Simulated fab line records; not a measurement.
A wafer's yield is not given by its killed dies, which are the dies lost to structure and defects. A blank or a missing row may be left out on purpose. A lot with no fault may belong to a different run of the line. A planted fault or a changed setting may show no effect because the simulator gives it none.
Matching of chambers	flow n5-finfet	N5_BEOL_M0_SAQP_SPACER2_ALD_26 on ald-sin-04 has 4 sister chambers
The step deposits SiO2, target thk 15 nm, pulse time 1 s, purge time 2 s. 8 wafers are shown with their chamber, then 9 later ones without.

WAFERS, EACH WITH ITS CHAMBER
wafer	chamber	heater-power-w (W)	precursor-pulse-height-rel
L081.5	3	468	0.992
L083.2	3	457	0.977
L087.4	2	483	1.000
L089.1	2	467	0.994
L089.6	0	471	0.999
L092.1	1	516	1.000
L092.4	0	461	1.004
L092.5	1	514	0.987

WAFERS WHOSE CHAMBER IS MISSING
wafer	heater-power-w (W)	precursor-pulse-height-rel
L093.3	475	0.972
L093.4	477	0.986
L093.5	464	0.981
L095.2	520	0.994
L095.3	465	0.991
L095.4	475	1.026
L097.2	447	1.002
L097.3	453	0.997
L097.4	515	1.012

WHICH CHAMBER EACH ONE RAN IN
wafer	from the rows above	in truth
L093.3	can't be placed: 3 or 2 or 0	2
L093.4	can't be placed: 2 or 3 or 0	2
L093.5	3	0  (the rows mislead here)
L095.2	1	1
L095.3	can't be placed: 3 or 0 or 2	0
L095.4	can't be placed: 0 or 2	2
L097.2	can't be placed: 0 or 3 or 2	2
L097.3	can't be placed: 0 or 3 or 2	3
L097.4	1	1
2 of 9 placed correctly. From these rows, 6 cannot be placed; in 6 the true chamber is one of the candidates. Placed wrongly: 1.
How it was worked out, from the rows above alone: a wafer's distance from a chamber is the root of the sum, over the readings, of the square of ((its reading less the chamber's mean) divided by the reading's scatter). The wafer belongs to the nearest chamber; if the next one is less than 2 further off, it can't be placed. The mean given for a chamber averages the wafers shown for that chamber. The scatter: the root of (the sum of the squares of (reading less its chamber's mean) over the shown wafers, divided by (wafers less chambers)).
